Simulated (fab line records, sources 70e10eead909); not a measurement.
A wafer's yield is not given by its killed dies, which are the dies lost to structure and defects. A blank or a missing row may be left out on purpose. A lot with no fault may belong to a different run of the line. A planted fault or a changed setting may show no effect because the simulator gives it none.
Which tool is to blame? + flow nand-harc + 24 lots with 72 wafers sampled at 6 steps, on a route of 1159 steps

WHAT THE GAUGES SHOWED, per wafer
The record lacks any reading of a measuring or inspecting step that a usual standard deviation could be used to judge.

EACH LOT AND THE TOOL THAT RAN IT (in order: tool; ch and the chambers of the sampled wafers; start)
| lot  | NHARC_A_CONTACT_ETCH_116             | NHARC_A_CONTACT_ETCH_118             | NHARC_A_CONTACT_ETCH_120             | NHARC_A_CONTACT_ETCH_89                       | NHARC_A_CONTACT_ETCH_134             | NHARC_A_CONTACT_ETCH_137             |
|------|--------------------------------------|--------------------------------------|--------------------------------------|-----------------------------------------------|--------------------------------------|--------------------------------------|
| L074 | har-cap-etch-02 ch 0,1, day 16 11:39 | har-cap-etch-02 ch 0,1, day 16 11:53 | har-cap-etch-02 ch 0,1, day 16 12:08 | rie-diel-11 ch 1,3, day 17 02:42 or earlier   | har-cap-etch-03 ch 0,1, day 17 02:42 | har-cap-etch-03 ch 0,1, day 17 03:08 |
| L077 | har-cap-etch-03 ch 0,1, day 16 14:04 | har-cap-etch-03 ch 0,1, day 16 14:15 | har-cap-etch-03 ch 0,1, day 16 14:26 | rie-diel-13 ch 0,1,2, day 17 03:23 or earlier | har-cap-etch-01 ch 0,1, day 17 03:23 | har-cap-etch-01 ch 0,1, day 17 03:50 |
| L075 | har-cap-etch-03 ch 0,1, day 16 17:13 | har-cap-etch-03 ch 0,1, day 16 17:23 | har-cap-etch-03 ch 0,1, day 16 17:35 | rie-diel-11 ch 0,1,2, day 17 06:38 or earlier | har-cap-etch-02 ch 0,1, day 17 06:38 | har-cap-etch-02 ch 0,1, day 17 07:05 |
| L076 | har-cap-etch-03 ch 1, day 16 21:53   | har-cap-etch-03 ch 1, day 16 22:04   | har-cap-etch-03 ch 1, day 16 22:16   | rie-diel-12 ch 0,1, day 17 11:53 or earlier   | har-cap-etch-03 ch 0,1, day 17 11:53 | har-cap-etch-03 ch 0,1, day 17 12:19 |
| L078 | har-cap-etch-02 ch 0,1, day 17 02:55 | har-cap-etch-02 ch 0,1, day 17 03:05 | har-cap-etch-02 ch 0,1, day 17 03:16 | rie-diel-12 ch 0,1,3, day 17 15:34 or earlier | har-cap-etch-02 ch 0,1, day 17 15:34 | har-cap-etch-02 ch 0,1, day 17 16:00 |
| L079 | har-cap-etch-01 ch 0,1, day 17 22:24 | har-cap-etch-01 ch 0,1, day 17 22:35 | har-cap-etch-01 ch 0,1, day 17 22:46 | rie-diel-13 ch 1,2,3, day 18 17:50 or earlier | har-cap-etch-01 ch 0,1, day 18 17:50 | har-cap-etch-01 ch 0,1, day 18 18:16 |
| L084 | har-cap-etch-03 ch 0,1, day 18 04:50 | har-cap-etch-03 ch 0,1, day 18 05:01 | har-cap-etch-03 ch 0,1, day 18 05:12 | rie-diel-11 ch 0,1,3, day 18 22:35 or earlier | har-cap-etch-03 ch 0,1, day 18 22:35 | har-cap-etch-03 ch 0,1, day 18 23:01 |
| L080 | har-cap-etch-01 ch 0,1, day 18 10:29 | har-cap-etch-01 ch 0,1, day 18 10:40 | har-cap-etch-01 ch 0,1, day 18 10:51 | rie-diel-12 ch 0,1, day 19 08:09 or earlier   | har-cap-etch-03 ch 0,1, day 19 08:09 | har-cap-etch-03 ch 0,1, day 19 08:33 |
| L082 | har-cap-etch-02 ch 0,1, day 18 17:07 | har-cap-etch-02 ch 0,1, day 18 17:17 | har-cap-etch-02 ch 0,1, day 18 17:28 | rie-diel-11 ch 0,1,3, day 19 09:34 or earlier | har-cap-etch-02 ch 0,1, day 19 09:34 | har-cap-etch-02 ch 0,1, day 19 10:00 |
| L083 | har-cap-etch-03 ch 0,1, day 18 18:50 | har-cap-etch-03 ch 0,1, day 18 19:01 | har-cap-etch-03 ch 0,1, day 18 19:12 | rie-diel-11 ch 0,1,2, day 19 11:22 or earlier | har-cap-etch-03 ch 0,1, day 19 11:22 | har-cap-etch-03 ch 0,1, day 19 11:47 |
| L081 | har-cap-etch-01 ch 0,1, day 18 21:57 | har-cap-etch-01 ch 0,1, day 18 22:08 | har-cap-etch-01 ch 0,1, day 18 22:19 | rie-diel-11 ch 1,2, day 19 12:49 or earlier   | har-cap-etch-02 ch 0,1, day 19 12:49 | har-cap-etch-02 ch 0,1, day 19 13:14 |
| L085 | har-cap-etch-02 ch 0,1, day 19 07:11 | har-cap-etch-02 ch 0,1, day 19 07:22 | har-cap-etch-02 ch 0,1, day 19 07:33 | rie-diel-11 ch 0,1,3, day 19 21:08 or earlier | har-cap-etch-01 ch 0, day 19 21:08   | har-cap-etch-01 ch 0, day 19 21:34   |
| L086 | har-cap-etch-01 ch 0,1, day 19 07:31 | har-cap-etch-01 ch 0,1, day 19 07:42 | har-cap-etch-01 ch 0,1, day 19 07:53 | rie-diel-13 ch 0,2, day 19 21:25 or earlier   | har-cap-etch-02 ch 1, day 19 21:25   | har-cap-etch-02 ch 1, day 19 21:52   |
| L087 | har-cap-etch-01 ch 0,1, day 19 11:22 | har-cap-etch-01 ch 0,1, day 19 11:32 | har-cap-etch-01 ch 0,1, day 19 11:44 | rie-diel-11 ch 1,2, day 20 00:41 or earlier   | har-cap-etch-03 ch 0,1, day 20 00:41 | har-cap-etch-03 ch 0,1, day 20 01:05 |
| L088 | har-cap-etch-03 ch 0,1, day 19 20:39 | har-cap-etch-03 ch 0,1, day 19 20:50 | har-cap-etch-03 ch 0,1, day 19 21:01 | rie-diel-12 ch 0,2,3, day 20 10:10 or earlier | har-cap-etch-01 ch 0,1, day 20 10:10 | har-cap-etch-01 ch 0,1, day 20 10:37 |
| L091 | har-cap-etch-02 ch 0,1, day 20 07:56 | har-cap-etch-02 ch 0,1, day 20 08:07 | har-cap-etch-02 ch 0,1, day 20 08:17 | rie-diel-13 ch 0,2,3, day 21 05:48 or earlier | har-cap-etch-02 ch 0,1, day 21 05:48 | har-cap-etch-02 ch 0,1, day 21 06:12 |
| L089 | har-cap-etch-03 ch 0,1, day 20 08:22 | har-cap-etch-03 ch 0,1, day 20 08:33 | har-cap-etch-03 ch 0,1, day 20 08:44 | rie-diel-13 ch 1,2,3, day 21 03:09 or earlier | har-cap-etch-01 ch 0,1, day 21 03:09 | har-cap-etch-01 ch 0,1, day 21 03:44 |
| L090 | har-cap-etch-02 ch 0,1, day 20 15:02 | har-cap-etch-02 ch 0,1, day 20 15:13 | har-cap-etch-02 ch 0,1, day 20 15:24 | rie-diel-11 ch 0,1, day 21 07:52 or earlier   | har-cap-etch-02 ch 0,1, day 21 07:52 | har-cap-etch-02 ch 0,1, day 21 08:17 |
| L092 | har-cap-etch-03 ch 0,1, day 20 15:35 | har-cap-etch-03 ch 0,1, day 20 15:50 | har-cap-etch-03 ch 0,1, day 20 16:04 | rie-diel-12 ch 0,2,3, day 21 09:38 or earlier | har-cap-etch-03 ch 0,1, day 21 09:38 | har-cap-etch-03 ch 0,1, day 21 10:12 |
| L093 | har-cap-etch-03 ch 0,1, day 20 22:09 | har-cap-etch-03 ch 0,1, day 20 22:23 | har-cap-etch-03 ch 0,1, day 20 22:38 | rie-diel-11 ch 1,2,3, day 21 13:31 or earlier | har-cap-etch-02 ch 0,1, day 21 13:31 | har-cap-etch-02 ch 0,1, day 21 13:58 |
| L094 | har-cap-etch-01 ch 0,1, day 20 23:06 | har-cap-etch-01 ch 0,1, day 20 23:20 | har-cap-etch-01 ch 0,1, day 20 23:35 | rie-diel-12 ch 1,2,3, day 21 15:10 or earlier | har-cap-etch-01 ch 0,1, day 21 15:10 | har-cap-etch-01 ch 0,1, day 21 15:35 |
| L095 | har-cap-etch-03 ch 0,1, day 22 02:59 | har-cap-etch-03 ch 0,1, day 22 03:10 | har-cap-etch-03 ch 0,1, day 22 03:20 | rie-diel-12 ch 2,3, day 22 21:15 or earlier   | har-cap-etch-03 ch 0,1, day 22 21:15 | har-cap-etch-03 ch 0,1, day 22 21:41 |
| L097 | har-cap-etch-02 ch 0,1, day 22 05:24 | har-cap-etch-02 ch 0,1, day 22 05:35 | har-cap-etch-02 ch 0,1, day 22 05:46 | rie-diel-11 ch 0,2,3, day 22 21:28 or earlier | har-cap-etch-02 ch 0,1, day 22 21:28 | har-cap-etch-02 ch 0,1, day 22 21:53 |
| L096 | har-cap-etch-01 ch 0,1, day 22 09:28 | har-cap-etch-01 ch 0,1, day 22 09:39 | har-cap-etch-01 ch 0,1, day 22 09:50 | rie-diel-11 ch 0,2,3, day 22 22:52 or earlier | har-cap-etch-01 ch 0,1, day 22 22:52 | har-cap-etch-01 ch 0,1, day 22 23:27 |
- NHARC_A_CONTACT_ETCH_116: etches the open film in C4F8/O2/Ar, time 94 s, target depth 922 nm.
- NHARC_A_CONTACT_ETCH_118: etches the open film in C4F8/O2/Ar, time 94 s, target depth 922 nm.
- NHARC_A_CONTACT_ETCH_120: etches the open film in C4F8/O2/Ar, time 94 s, target depth 922 nm.
- NHARC_A_CONTACT_ETCH_89: etches the open film in N2/H2, target depth 260 nm, time 475.3 s.
- NHARC_A_CONTACT_ETCH_134: etches the open film in C4F8/O2/Ar, time 140 s, target depth 700 nm.
- NHARC_A_CONTACT_ETCH_137: etches the open film in C4F8/O2/Ar, time 132 s, target depth 1287 nm.

AS READ BY THE TOOLS THEMSELVES (means over the sampled wafers that have a number; for cases with no such wafer, the mark the record gives instead)
NHARC_A_CONTACT_ETCH_89. Usual: drypump-motor-current-A 5.9 A, standard deviation 0.56; oes-product-au 1.001 a.u., standard deviation 0.016; rf-vpp-V 430 V, standard deviation 3.1; showerhead-plenum-p-Torr 2.03 Torr, standard deviation 0.11; throttle-valve-pct 14.171 %, standard deviation 0.0089.
| lot  | tool        | drypump-motor-current-A (A) | oes-product-au (a.u.) | rf-vpp-V (V) | showerhead-plenum-p-Torr (Torr) | throttle-valve-pct (%) | flag |
|------|-------------|-----------------------------|-----------------------|--------------|---------------------------------|------------------------|------|
| L074 | rie-diel-11 | 6.4                         | 1.016                 | 430          | 2.01                            | 14.171                 |      |
| L077 | rie-diel-13 | 5.7                         | 1.016                 | 431          | 2.06                            | 14.174                 |      |
| L075 | rie-diel-11 | 5.8                         | 0.988                 | 431          | 2.06                            | 14.171                 |      |
| L076 | rie-diel-12 | 5.5                         | 1.020                 | 433          | 2.11                            | 14.172                 |      |
| L078 | rie-diel-12 | 5.8                         | 1.010                 | 429          | 2.01                            | 14.167                 |      |
| L079 | rie-diel-13 | 6.0                         | 1.013                 | 430          | 2.03                            | 14.166                 |      |
| L084 | rie-diel-11 | 6.3                         | 0.998                 | 431          | 2.07                            | 14.175                 |      |
| L080 | rie-diel-12 | 5.8                         | 1.009                 | 431          | 2.03                            | 14.172                 |      |
| L082 | rie-diel-11 | 6.3                         | 1.000                 | 431          | 2.07                            | 14.178                 |      |
| L083 | rie-diel-11 | 5.8                         | 0.978                 | 432          | 2.06                            | 14.176                 |      |
| L081 | rie-diel-11 | 5.4                         | 0.981                 | 430          | 2.00                            | 14.169                 |      |
| L085 | rie-diel-11 | 6.3                         | 1.002                 | 432          | 2.06                            | 14.173                 |      |
| L086 | rie-diel-13 | 6.1                         | 1.017                 | 428          | 1.97                            | 14.165                 |      |
| L087 | rie-diel-11 | 6.0                         | 0.998                 | 430          | 2.02                            | 14.167                 |      |
| L088 | rie-diel-12 | 5.8                         | 0.998                 | 429          | 1.98                            | 14.176                 |      |
| L091 | rie-diel-13 | 6.1                         | 1.019                 | 434          | 2.17                            | 14.167                 |      |
| L089 | rie-diel-13 | 6.0                         | 1.015                 | 433          | 2.14                            | 14.167                 |      |
| L090 | rie-diel-11 | 6.4                         | 0.986                 | 432          | 2.08                            | 14.178                 |      |
| L092 | rie-diel-12 | 5.8                         | 1.010                 | 429          | 1.98                            | 14.177                 |      |
| L093 | rie-diel-11 | 5.9                         | 0.998                 | 430          | 2.00                            | 14.171                 |      |
| L094 | rie-diel-12 | 6.1                         | 0.995                 | 427          | 1.90                            | 14.164                 |      |
| L095 | rie-diel-12 | 6.1                         | 0.989                 | 425          | 1.88                            | 14.179                 |      |
| L097 | rie-diel-11 | 5.7                         | 0.992                 | 431          | 2.03                            | 14.168                 |      |
| L096 | rie-diel-11 | 5.7                         | 0.993                 | 430          | 2.03                            | 14.154                 |      |

THE ANSWER, worked out from the rows above alone
Rule: take the mean of a lot's wafers that have a number; if it is more than 3 standard deviations from the usual mean, the lot is off. Also off: a lot with no number at a reading for which 4 or more lots have one. All remaining lots with rows at the step are treated as sound. Order of review: gauges by route order, followed by the tools' own readings, for which a lot's mean as printed above is used. At the first step where some lot is off, the reading lying furthest off is the one used; lots without a number count as furthest.
No lot is off at any reading shown: from this, nothing can be told.

WHAT WAS PUT IN BY THE SIMULATOR
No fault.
